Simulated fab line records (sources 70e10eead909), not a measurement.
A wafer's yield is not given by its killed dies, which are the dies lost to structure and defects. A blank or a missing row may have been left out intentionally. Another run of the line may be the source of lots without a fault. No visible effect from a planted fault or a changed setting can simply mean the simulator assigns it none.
fab line records	flow nandHarc
record: lots: 7	wafers: 21	lastDay: 32
route steps=1302 shown P_STI@102 P_GATE@110 END@1302
lots that met no fault: from a run of the same line without faults
startH: hours from the record's first day to the start of the lot's first wafer shown	waitH: hours elapsed since this lot's preceding step	" as in the row above	L1.1+2: a row that stands for several wafers	- either no value or no given start	* or withheld: withheld	< > ~ a bound
route shown NAME@n: names a module that has steps shown in the file, with the first one's number in the route	usual: the fault-free wafers' mean and standard deviation	same: alike in all rows	chamber/n: place in a boat	sites: the reading at each site	_std_site: standard deviation across them	_edge_site: inner sites' mean taken away from outer sites' mean	radiusMm: for every site, how far away it sits from the centre of the wafer	mask NAME#n: copy n	behind: the most recent tool/chamber to have shaped the wafer	hold: what put the lot on hold/how long, in hours/how the hold closed	device: the transistor (n, p or np) that didn't switch	end of line: the same wafers' tests at the end of the route	a step with no rows: only its recipe	killed: dies that structure and defects cost at the first sort, which is not the same as the wafer's yield	map: the dies of a wafer, with x for killed, . for not killed, _ for no die there
set.NAME: setting as actually run; set.NAME@STEP: the setting as run at that earlier step	model.NAME: the simulator's own value behind a step, which no gauge read
a table for each step, a row for each wafer; lots at some steps of the route
services: the hour from which a tool's chamber was out of use, counted from the record's first day as startH (under 0 if before that day), plus the number of hours and why
== steps ==
step: NHARC_P_STI_SRD_35
step: NHARC_P_STI_ETCH_36
recipe: targetDepthA: 388	chemistry: dHF	material: SiO2
step: NHARC_P_STI_STRIP_24
recipe: tempC: 160	chemistry: H3PO4	material: Si3N4
step: NHARC_P_STI_ETCH_37
recipe: targetDepthA: 110	chemistry: dHF	material: SiO2
step: NHARC_P_STI_PRECLEAN_38
recipe: timeS: *	tempC: 50	bathAgeMin: 0	chemistry: SC1
step: NHARC_P_STI_SRD_39
step: NHARC_P_STI_OXIDE_40
recipe: targetThkA: 100	tempC: 900	oxTimeS: 1362	material: SiO2
step: NHARC_P_STI_INSPECT_25
usual: rawDefectCount: 202/72
lot.wafer	tool	chamber	startH	waitH	rawDefectCount
L923.1	defectInspect-02	-	116.38	0.4	282
L923.4	"	-	"	"	478
L923.5	"	-	"	"	316
L927.2	defectInspect-02	-	162.03	0.4	178
L927.3	"	-	"	"	215
L927.5	"	-	"	"	253
L929.4	defectInspect-02	-	189.02	0.4	117
L929.5	"	-	"	"	139
L929.6	"	-	"	"	120
L930.3	defectInspect-01	-	195.66	0.4	142
L930.4	"	-	"	"	185
L930.6	"	-	"	"	183
L931.1	defectInspect-02	-	202.97	0.4	166
L931.2	"	-	"	"	116
L931.4	"	-	"	"	224
L938.2	defectInspect-02	-	272.33	0.4	125
L938.3	"	-	"	"	125
L938.6	"	-	"	"	126
L939.2	defectInspect-02	-	283.28	0.4	171
L939.3	"	-	"	"	233
L939.6	"	-	"	"	271
step: NHARC_P_GATE_ETCH_69
recipe: targetDepthA: 140	chemistry: dHF	material: SiO2
step: NHARC_P_GATE_PRECLEAN_70
recipe: timeS: *	tempC: 50	bathAgeMin: 0	chemistry: SC1
step: NHARC_P_GATE_SRD_01
step: NHARC_P_GATE_OXIDE_02
recipe: targetThkA: 375	tempC: 950	pH2oTorr: 720	oxTimeS: 365	material: SiO2
usual: spikeTcLowerC: 949.9/1.1	zonePowerTopPct: 38/3.4
lot.wafer	tool	chamber	startH	waitH	spikeTcLowerC	zonePowerTopPct
L923.1	furnace-03	0	119.74	-	949.9	41
L923.4	"	0	"	"	950.2	40
L923.5	"	0	"	"	948.9	40
L927.2	furnace-06	0	165.75	-	949.7	32
L927.3	"	0	"	"	951.0	32
L927.5	"	0	"	"	951.4	31
L929.4	furnace-03	0	193.26	-	949.5	40
L929.5	"	0	"	"	949.7	40
L929.6	"	0	"	"	950.5	40
L930.3	furnace-03	0	199.03	-	950.9	40
L930.4	"	0	"	"	950.0	40
L930.6	"	0	"	"	948.6	40
L931.1	furnace-03	0	209.59	-	950.1	41
L931.2	"	0	"	"	949.5	41
L931.4	"	0	"	"	948.0	40
L938.2	furnace-01	0	275.82	-	949.7	39
L938.3	"	0	"	"	949.3	40
L938.6	"	0	"	"	950.5	39
L939.2	furnace-03	0	287.19	-	950.2	40
L939.3	"	0	"	"	950.3	41
L939.6	"	0	"	"	949.2	40
step: NHARC_P_GATE_DEHYDRATE_03
recipe: tempC: 150	timeS: 120
step: NHARC_P_GATE_HMDS_04
recipe: timeS: 30
step: NHARC_P_GATE_COAT_05
recipe: spinRpm: 4690
step: NHARC_P_GATE_SOFTBAKE_06
recipe: tempC: 122	timeS: 95
step: NHARC_P_GATE_EBR_07
step: NHARC_P_GATE_EXPOSE_08
recipe: na: 0.6	doseMj: 16.75	maskId: P_HV
step: NHARC_P_GATE_PEB_09
recipe: pebTempC: 118	pebTimeS: 85
step: NHARC_P_GATE_DEVELOP_10
recipe: timeS: 70
step: NHARC_P_GATE_CD_MEAS_11
recipe: targetCdNm: 1640	landingEnergyEv: 500
usual: cdNm: 1639.4/2.2
lot.wafer	tool	chamber	startH	waitH	cdNm
L923.1	cdSem-03	0	124.79	-	1638.0
L923.4	"	0	"	"	1641.4
L923.5	"	0	"	"	1639.8
L927.2	cdSem-02	0	170.63	-	1637.1
L927.3	"	0	"	"	1639.3
L927.5	"	0	"	"	1639.3
L929.4	cdSem-03	0	198.14	-	1643.5
L929.5	"	0	"	"	1641.8
L929.6	"	0	"	"	1642.1
L930.3	cdSem-01	0	203.99	-	1639.0
L930.4	"	0	"	"	1636.9
L930.6	"	0	"	"	1637.4
L931.1	cdSem-02	0	214.51	-	1637.5
L931.2	"	0	"	"	1644.3
L931.4	"	0	"	"	1642.1
L938.2	cdSem-01	0	280.68	-	1636.9
L938.3	"	0	"	"	1634.3
L938.6	"	0	"	"	1632.9
L939.2	cdSem-01	0	292.08	-	1638.8
L939.3	"	0	"	"	1636.6
L939.6	"	0	"	"	1639.6
step: NHARC_P_GATE_HARDBAKE_12
recipe: tempC: 125	timeS: 80
step: NHARC_P_GATE_DESCUM_13
recipe: timeS: 3	o2FlowSccm: 200	arFlowSccm: 0	biasPowerW: 0	chemistry: O2
usual: drypumpMotorCurrentA: 6.1/0.56	o2FlowSccm: 199.8/0.62	oesProductAu: 0.996/0.012	rfVppV: 57.9/0.81	showerheadPlenumPTorr: 1.92/0.068	throttleValvePct: 11.311/0.01
lot.wafer	tool	chamber	startH	waitH	drypumpMotorCurrentA	o2FlowSccm	oesProductAu	rfHoursCounterH	rfVppV	showerheadPlenumPTorr	throttleValvePct
L923.4	rieDiel-04	3	124.95	-	5.4	200.1	0.972	7.3	58.2	1.90	11.289
L923.1	"	2	"	"	6.7	200.8	1.009	6.1	58.6	1.86	11.299
L923.5	"	0	"	"	6.5	199.5	0.987	-	58.6	2.00	11.329
L927.3	rieDiel-08	2	170.79	-	5.8	198.5	1.004	8.7	59.4	2.04	11.304
L927.2	"	3	"	"	6.6	199.3	0.996	9.0	59.3	1.87	11.309
L927.5	"	2	"	"	5.8	198.4	1.000	-	57.9	2.04	11.325
L929.4	rieDiel-04	1	198.33	-	6.7	198.8	0.994	1.5	56.6	1.90	11.316
L929.6	"	2	"	"	6.8	200.8	1.015	-	57.6	1.86	11.303
L929.5	"	3	"	"	5.4	198.4	0.975	-	58.1	1.90	11.310
L930.3	rieDiel-04	3	204.18	-	5.4	199.7	0.965	1.6	57.6	1.90	11.300
L930.4	"	1	"	"	6.7	199.3	1.000	-	57.3	1.90	11.300
L930.6	"	3	"	"	5.4	199.2	0.991	-	58.4	1.90	11.296
L931.1	rieDiel-04	3	214.67	-	5.4	200.3	0.979	3.3	57.2	1.90	11.313
L931.2	"	2	"	"	6.8	198.7	1.016	2.3	57.7	1.86	11.304
L931.4	"	0	"	"	6.5	199.7	0.995	-	59.4	2.00	11.305
L938.3	rieDiel-08	2	280.84	-	5.8	200.4	0.994	5.3	59.8	2.04	11.283
L938.2	"	3	"	"	6.6	200.5	0.998	5.2	57.4	1.86	11.303
L938.6	"	2	"	"	5.7	200.9	0.993	-	58.2	2.04	11.328
L939.2	rieDiel-08	0	292.25	-	6.3	199.8	0.996	6.7	57.7	1.87	11.311
L939.3	"	1	"	"	5.4	198.9	0.994	5.7	58.0	1.91	11.319
L939.6	"	3	"	"	6.6	198.9	1.006	-	58.3	1.86	11.302
step: NHARC_P_GATE_ETCH_14
recipe: targetDepthA: 488	chemistry: dHF	material: SiO2
step: NHARC_P_GATE_STRIP_15
recipe: timeS: 780	tempC: 130	chemistry: SPM
step: NHARC_P_GATE_PRECLEAN_71
recipe: timeS: *	tempC: 50	bathAgeMin: 0	chemistry: SC1
step: NHARC_P_GATE_SRD_72
step: NHARC_P_GATE_OXIDE_16
recipe: targetThkA: 30	tempC: 875	oxTimeS: 392	material: SiO2
step: NHARC_P_GATE_CVD_17
recipe: targetThkA: 1500	tempC: 620	timeS: 900	material: poly-Si
step: NHARC_P_GATE_HM_DEP_102
recipe: targetThkA: 1200	tempC: 400	material: aC
usual: susceptorTempC: 400.05/0.23	throttleValvePct: 34.998/0.0085
lot.wafer	tool	chamber	startH	waitH	susceptorTempC	throttleValvePct
L923.1	aclDep-02	0	140.15	0.4	-	34.991
L923.4	"	0	"	"	-	34.995
L923.5	"	0	"	"	-	34.990
L927.2	aclDep-02	0	183.37	0.5	-	35.000
L927.3	"	0	"	"	-	34.992
L927.5	"	0	"	"	-	34.996
L929.4	aclDep-02	0	211.69	0.7	399.74	35.005
L929.5	"	0	"	"	399.92	35.005
L929.6	"	0	"	"	399.96	35.001
L930.3	aclDep-01	0	223.10	0.8	-	35.005
L930.4	"	0	"	"	-	34.995
L930.6	"	0	"	"	-	34.995
L931.1	aclDep-03	0	227.33	0.7	400.13	34.991
L931.2	"	0	"	"	399.89	34.988
L931.4	"	0	"	"	400.23	34.993
L938.2	aclDep-02	0	293.97	1.2	400.14	34.997
L938.3	"	0	"	"	399.98	34.991
L938.6	"	0	"	"	400.20	34.992
L939.2	aclDep-02	0	309.31	4.9	399.67	34.986
L939.3	"	0	"	"	399.86	35.025
L939.6	"	0	"	"	399.55	34.983
step: NHARC_P_GATE_DEP_103
recipe: targetThkA: 300	targetThkNm: 30	tempC: 400	flowSccm: 200	rfW: 350	material: SiON
usual: heaterPowerW: 743/110	susceptorTempC: 400.02/0.21
lot.wafer	tool	chamber	startH	waitH	heaterPowerW	susceptorTempC
L923.1	pecvd-02	1	141.17	0.9	886	399.97
L923.5	"	0	"	"	600	399.78
L923.4	"	2	"	"	533	399.75
L927.3	pecvd-02	2	183.96	0.4	598	399.72
L927.2	"	0	"	"	703	400.32
L927.5	"	0	"	"	697	400.23
L929.4	pecvd-01	1	212.12	0.3	715	399.79
L929.5	"	2	"	"	718	400.28
L929.6	"	0	"	"	846	399.91
L930.3	pecvd-03	0	223.63	0.4	792	399.94
L930.4	"	1	"	"	718	399.73
L930.6	"	1	"	"	730	399.95
L931.2	pecvd-03	1	227.99	0.5	655	400.17
L931.1	"	0	"	"	820	400.26
L931.4	"	0	"	"	808	400.12
L938.2	pecvd-02	0	294.52	0.4	547	399.98
L938.3	"	1	"	"	917	399.93
L938.6	"	2	"	"	628	400.08
L939.3	pecvd-01	0	309.89	0.4	804	400.40
L939.2	"	1	"	"	677	399.84
L939.6	"	1	"	"	670	399.82
step: NHARC_P_GATE_DEHYDRATE_18
recipe: tempC: 150	timeS: 120
step: NHARC_P_GATE_HMDS_19
recipe: timeS: 30
step: NHARC_P_GATE_COAT_20
recipe: spinRpm: 1500	resistThkNm: 90
step: NHARC_P_GATE_SOFTBAKE_21
recipe: tempC: 105	timeS: 55
step: NHARC_P_GATE_EBR_22
step: NHARC_P_GATE_EXPOSE_23
recipe: na: 1.35	targetCdNm: 120	doseMj: 93.91	maskId: P_GATE
step: NHARC_P_GATE_PEB_24
recipe: pebTempC: 100	pebTimeS: 65
step: NHARC_P_GATE_DEVELOP_25
recipe: developTimeS: 35	devTempC: 23
step: NHARC_P_GATE_CD_MEAS_26
recipe: targetCdNm: 120	landingEnergyEv: 500
usual: cdNm: 120.1/0.57
lot.wafer	tool	chamber	startH	waitH	cdNm
L923.1	cdSem-02	0	141.70	-	119.9
L923.4	"	0	"	"	120.1
L923.5	"	0	"	"	120.4
L927.2	cdSem-03	0	184.61	-	119.7
L927.3	"	0	"	"	119.0
L927.5	"	0	"	"	120.3
L929.4	cdSem-02	0	212.60	-	119.8
L929.5	"	0	"	"	119.9
L929.6	"	0	"	"	119.4
L930.3	cdSem-02	0	224.33	-	120.4
L930.4	"	0	"	"	120.2
L930.6	"	0	"	"	120.1
L931.1	cdSem-03	0	228.76	-	119.2
L931.2	"	0	"	"	118.4
L931.4	"	0	"	"	120.0
L938.2	cdSem-01	0	295.21	-	119.7
L938.3	"	0	"	"	120.0
L938.6	"	0	"	"	120.4
L939.2	cdSem-02	0	310.55	-	119.6
L939.3	"	0	"	"	120.7
L939.6	"	0	"	"	121.1
step: NHARC_P_GATE_OVL_MEAS_27
usual: overlayXNm: 0.0/0.84	overlayYNm: 0.0/0.76
lot.wafer	tool	chamber	startH	waitH	overlayXNm	overlayYNm
L923.1	overlay-02	-	141.79	-	-0.2	0.1
L923.4	"	-	"	"	0.0	0.4
L923.5	"	-	"	"	-0.1	0.0
L927.2	overlay-02	-	184.71	-	0.2	0.0
L927.3	"	-	"	"	-0.6	0.2
L927.5	"	-	"	"	0.4	0.6
L929.4	overlay-01	-	212.68	-	0.1	-0.2
L929.5	"	-	"	"	0.3	-0.2
L929.6	"	-	"	"	0.2	-0.1
L930.3	overlay-01	-	224.41	-	-0.6	0.7
L930.4	"	-	"	"	-0.2	0.1
L930.6	"	-	"	"	0.5	0.4
L931.1	overlay-01	-	228.85	-	-1.3	-0.9
L931.2	"	-	"	"	-0.1	-1.1
L931.4	"	-	"	"	-0.1	-1.0
L938.2	overlay-01	-	295.30	-	0.4	-1.1
L938.3	"	-	"	"	0.2	-0.8
L938.6	"	-	"	"	0.6	-0.8
L939.2	overlay-01	-	310.64	-	-0.7	1.3
L939.3	"	-	"	"	-0.3	0.6
L939.6	"	-	"	"	0.0	0.5
step: NHARC_P_GATE_INSPECT_28
usual: rawDefectCount: 6/3
lot.wafer	tool	chamber	startH	waitH	rawDefectCount
L923.1	defectInspect-01	-	141.82	0.0	2
L923.4	"	-	"	"	2
L923.5	"	-	"	"	4
L927.2	defectInspect-02	-	184.74	0.0	1
L927.3	"	-	"	"	4
L927.5	"	-	"	"	7
L929.4	defectInspect-01	-	212.72	0.0	31
L929.5	"	-	"	"	29
L929.6	"	-	"	"	25
L930.3	defectInspect-01	-	224.45	0.0	26
L930.4	"	-	"	"	20
L930.6	"	-	"	"	24
L931.1	defectInspect-02	-	228.89	0.0	24
L931.2	"	-	"	"	18
L931.4	"	-	"	"	15
L938.2	defectInspect-01	-	295.33	0.0	2
L938.3	"	-	"	"	5
L938.6	"	-	"	"	7
L939.2	defectInspect-01	-	310.68	0.0	5
L939.3	"	-	"	"	4
L939.6	"	-	"	"	3
step: NHARC_END_SORT_01
recipe: tempC: 25
usual: killedAtArray: 61/20	killedAtOther: 0.9/1.1	killedAtPeriphery: 3.7/2.5	killedDies: 65/21	killedOpen: 3.3/1.8	killedShort: 2.3/1.5
same: grossDies: 677
lot.wafer	tool	chamber	startH	waitH	killedAtArray	killedAtOther	killedAtPeriphery	killedDies	killedOpen	killedShort
L923.5	prober-02	0	600.65	3.7	98	3	6	107	3	0
L927.5	prober-02	0	647.32	3.7	90	1	5	96	3	2
L929.4	prober-02	0	677.78	3.4	39	0	26	65	3	4
L929.5	prober-02	0	678.58	3.7	39	0	21	60	4	3
L929.6	prober-02	0	679.39	4.0	45	0	21	66	3	2
L930.3	prober-01	0	691.61	3.1	36	0	28	64	6	3
L930.4	prober-01	0	692.41	3.4	41	3	23	67	7	4
L930.6	prober-01	0	694.02	4.0	25	1	21	47	1	2
L931.1	prober-02	0	697.00	2.5	88	2	14	104	2	2
L931.2	prober-02	0	697.80	2.8	112	5	10	127	7	9
L931.4	prober-02	0	699.40	3.4	111	2	9	122	3	3
L938.2	prober-01	0	762.30	2.8	51	1	2	54	4	1
L938.3	prober-01	0	763.10	3.1	49	1	2	52	7	0
L938.6	prober-01	0	765.51	4.0	62	0	1	63	3	3
L939.2	prober-02	0	772.14	2.8	40	1	5	46	0	4
L939.3	prober-02	0	772.93	3.1	54	0	2	56	2	1
L939.6	prober-02	0	775.30	4.0	46	1	2	49	2	4
killed by level:class
L923.5 A_CHANNEL_HOLE_D2:chamberFilmFlake=35 A_CHANNEL_HOLE_D1:chamberFilmFlake=29 A_SLIT:chamberFilmFlake=23 P_M2:chamberFilmFlake=4 A_STAIRCASE:chamberFilmFlake=3 A_M0:chamberFilmFlake=3 THIN_TSV:chamberFilmFlake=3 A_ONON_D1:geometricParticle:open=2
L927.5 A_CHANNEL_HOLE_D1:chamberFilmFlake=35 A_SLIT:chamberFilmFlake=28 A_CHANNEL_HOLE_D2:chamberFilmFlake=13 A_WL_FILL:chamberFilmFlake=3 A_CONTACT:chamberFilmFlake=3 P_M2:chamberFilmFlake=2 A_DECK1_JOINT:chamberFilmFlake=2 A_STAIRCASE:chamberFilmFlake=2
L929.4 P_GATE:unspecified=19 A_CHANNEL_HOLE_D2:chamberFilmFlake=15 A_CONTACT:chamberFilmFlake=9 P_STI:chamberFilmFlake=4 A_SLIT:chamberFilmFlake=4 A_CHANNEL_HOLE_D1:chamberFilmFlake=3 P_BONDPAD:chamberFilmFlake=2 A_ONON_D1:geometricParticle:open=1
L929.5 P_GATE:unspecified=18 A_CHANNEL_HOLE_D2:chamberFilmFlake=17 A_CONTACT:chamberFilmFlake=6 A_CHANNEL_HOLE_D1:chamberFilmFlake=4 A_CHANNEL_FILL_D1:chamberFilmFlake=3 A_SLIT:chamberFilmFlake=2 P_CONTACT:geometricParticle:open=1 A_SOURCE_PLATE:geometricParticle:short=1
L929.6 A_CHANNEL_HOLE_D2:chamberFilmFlake=21 P_GATE:unspecified=14 A_CONTACT:chamberFilmFlake=10 A_CHANNEL_FILL_D1:chamberFilmFlake=5 A_CHANNEL_HOLE_D1:chamberFilmFlake=4 P_STI:chamberFilmFlake=3 A_SLIT:chamberFilmFlake=3 P_M0:geometricParticle:open=2
L930.3 P_GATE:unspecified=21 A_CHANNEL_HOLE_D1:chamberFilmFlake=12 A_SLIT:chamberFilmFlake=5 P_GATE:chamberFilmFlake=4 A_CHANNEL_FILL_D1:chamberFilmFlake=4 A_STAIRCASE:chamberFilmFlake=4 A_WL_FILL:geometricParticle:short=3 P_CONTACT:geometricParticle:open=1
L930.4 P_GATE:unspecified=16 A_CHANNEL_HOLE_D1:chamberFilmFlake=12 A_STAIRCASE:chamberFilmFlake=9 A_SLIT:chamberFilmFlake=4 P_GATE:chamberFilmFlake=3 A_CHANNEL_FILL_D2:geometricParticle:short=2 A_M1:geometricParticle:open=2 P_M1:chamberFilmFlake=2
L930.6 P_GATE:unspecified=12 P_M1:chamberFilmFlake=7 A_CHANNEL_HOLE_D1:chamberFilmFlake=7 A_STAIRCASE:chamberFilmFlake=3 A_SLIT:chamberFilmFlake=3 A_WL_FILL:chamberFilmFlake=3 A_CONTACT:chamberFilmFlake=3 A_CHANNEL_FILL_D1:geometricParticle:short=1
L931.1 A_CHANNEL_HOLE_D1:chamberFilmFlake=37 A_SLIT:chamberFilmFlake=22 A_CHANNEL_HOLE_D2:chamberFilmFlake=15 P_GATE:unspecified=11 A_CONTACT:chamberFilmFlake=9 A_ONON_D1:geometricParticle:short=2 P_CONTACT:chamberFilmFlake=2 THIN_TSV:chamberFilmFlake=2
L931.2 A_SLIT:chamberFilmFlake=38 A_CHANNEL_HOLE_D1:chamberFilmFlake=34 A_CHANNEL_HOLE_D2:chamberFilmFlake=16 P_GATE:unspecified=7 A_WL_FILL:chamberFilmFlake=4 THIN_TSV:chamberFilmFlake=4 A_DECK1_JOINT:chamberFilmFlake=3 A_CONTACT:chamberFilmFlake=3
L931.4 A_SLIT:chamberFilmFlake=40 A_CHANNEL_HOLE_D1:chamberFilmFlake=39 A_CHANNEL_HOLE_D2:chamberFilmFlake=21 P_GATE:unspecified=7 A_CONTACT:chamberFilmFlake=3 P_ZERO_WELL:chamberFilmFlake=2 THIN_TSV:chamberFilmFlake=2 A_CHANNEL_FILL_D1:geometricParticle:open=1
L938.2 A_SLIT:chamberFilmFlake=25 A_CHANNEL_HOLE_D1:chamberFilmFlake=9 A_CONTACT:chamberFilmFlake=5 A_WL_FILL:chamberFilmFlake=3 A_STAIRCASE:chamberFilmFlake=2 P_M0:geometricParticle:short=1 A_SOURCE_PLATE:geometricParticle:open=1 A_CHANNEL_HOLE_D2:geometricParticle:open=1
L938.3 A_SLIT:chamberFilmFlake=22 A_CHANNEL_HOLE_D1:chamberFilmFlake=10 A_M1:chamberFilmFlake=5 A_CONTACT:chamberFilmFlake=4 P_GATE:geometricParticle:open=1 P_M0:geometricParticle:open=1 A_CHANNEL_FILL_D1:geometricParticle:open=1 A_DECK1_JOINT:geometricParticle:open=1
L938.6 A_SLIT:chamberFilmFlake=29 A_CHANNEL_HOLE_D1:chamberFilmFlake=18 A_CONTACT:chamberFilmFlake=4 A_CHANNEL_FILL_D1:geometricParticle:short=2 A_STAIRCASE:chamberFilmFlake=2 A_M1:chamberFilmFlake=2 A_CHANNEL_FILL_D1:geometricParticle:open=1 A_DECK1_JOINT:geometricParticle:short=1
L939.2 A_SLIT:chamberFilmFlake=24 A_CHANNEL_HOLE_D1:chamberFilmFlake=6 A_STAIRCASE:chamberFilmFlake=3 A_CONTACT:chamberFilmFlake=3 P_M1:chamberFilmFlake=2 P_M0:geometricParticle:short=1 A_DECK1_JOINT:geometricParticle:short=1 A_ONON_D2:geometricParticle:short=1
L939.3 A_SLIT:chamberFilmFlake=32 A_CHANNEL_HOLE_D1:chamberFilmFlake=6 A_STAIRCASE:chamberFilmFlake=5 A_CONTACT:chamberFilmFlake=5 A_SOURCE_PLATE:geometricParticle:open=1 A_ONON_D1:geometricParticle:short=1 A_BLC:geometricParticle:open=1 P_ZERO_WELL:chamberFilmFlake=1
L939.6 A_SLIT:chamberFilmFlake=23 A_CHANNEL_HOLE_D1:chamberFilmFlake=9 A_STAIRCASE:chamberFilmFlake=3 A_CONTACT:chamberFilmFlake=3 A_M0:chamberFilmFlake=2 A_ONON_D1:geometricParticle:short=1 A_ONON_D2:geometricParticle:open=1 A_ONON_D2:geometricParticle:short=1
map L929.6 (x killed, . not)
____________.____________
_________......._________
_______..........._______
______.............______
_____..............._____
____.................____
____...x...x.x.......____
___..............x....___
___...................___
__..........x.x........__
__.....................__
_..............x........_
_.x....................._
_......................._
_.........x...x........._
_...x..x.x.............._
........................x
...............x.........
................x..x..x..
.................x.......
.x....x........x.........
_......x.x.............._
_...............x.x....._
_.............xx.......x_
_................x....xx_
_......x........x.x....._
__.....x....x..........__
__..x.....x............__
___x........x.x.......___
___..........x........___
____.......x.x.......____
____.........x..x....____
_____.....x.xxxx...._____
______.....xxxx....______
_______...x.x.xxx._______
_________.xxx.x._________
____________x____________
map L930.4 (x killed, . not)
____________x____________
_________x......_________
_______..........._______
______.............______
_____....x.x........_____
____.................____
____x........x.......____
___...x...............___
___.x.................___
__.....................__
__.x...x...............__
_......................._
_......x...x............_
_..........x............_
_.....................x._
_......................x_
.............xx....xx....
....................x..x.
............x....x...x...
..x......xx......x.x....x
....x..x.......x..x..xxx.
_..........x..........xx_
_...x.......x..x.......x_
_......x..x............._
_...........x...x..x...._
_....x.x.xx............._
__x.xx.......xx..x.....__
__.....................__
___....x.....x........___
___...................___
____.................____
____..x..x...........____
_____....x.......x.._____
______.............______
_______.x........._______
_________......x_________
____________.____________
== services ==
tool	chamber	startH	hours	kind
aclDep-03	-	117.49	13.0	pm
pecvd-01	-	130.48	13.0	pm
pecvd-03	1	131.19	4.5	repair
aclDep-02	-	151.16	3.0	repair
rieDiel-04	-	172.79	0.4	repair
rieDiel-04	-	177.90	9.0	pm
rieDiel-08	-	184.75	0.2	repair
pecvd-03	-	185.00	13.0	pm
aclDep-01	-	187.02	13.0	pm
rieDiel-08	-	190.94	9.0	pm
rieDiel-04	2	199.54	7.2	repair
rieDiel-04	1	204.66	47.6	repair
furnace-01	-	207.18	26.0	pm
rieDiel-04	2	218.29	6.9	repair
pecvd-03	2	219.19	21.8	repair
pecvd-02	-	227.10	13.0	pm
pecvd-03	1	242.05	5.3	repair
aclDep-02	-	245.91	13.0	pm
rieDiel-08	-	248.43	4.3	repair
pecvd-03	2	254.74	8.9	repair
pecvd-02	-	280.28	0.9	repair
rieDiel-08	0	295.66	2.7	repair
furnace-03	-	297.21	26.0	pm
rieDiel-08	1	308.39	10.7	repair
== key ==
firstSign: step: NHARC_P_GATE_INSPECT_28	reading: rawDefectCount	direction: up	sigmas: 5.8	usual: 6	struck: 24
effect: step: NHARC_END_SORT_01	reading: killedAtPeriphery	direction: up	sigmas: 6.1	usual: 3.7	struck: 19.2
metAt NHARC_P_GATE_OXIDE_02
struckWafers L929.4,L929.5,L929.6,L930.3,L930.4,L930.6,L931.1,L931.2,L931.4
testerLeftOut L929,L930,L931
alsoFits NHARC_P_GATE_DESCUM_13:rieDiel-04
fault: kind: chamberParticleSource	tool: furnace-03	chamber: 0	onsetH: 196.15	steps: NHARC_P_GATE_OXIDE_02	ratePerVisitCm2: 0.023518	endH: 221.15
testerLeftOut: of these lots the tester's yield and bins aren't shown, on N5 and GAA mostly nor the transistor test; their killed dies are dies lost to structure and defects alone, not to doping, threshold or leakage, so they don't give the yield
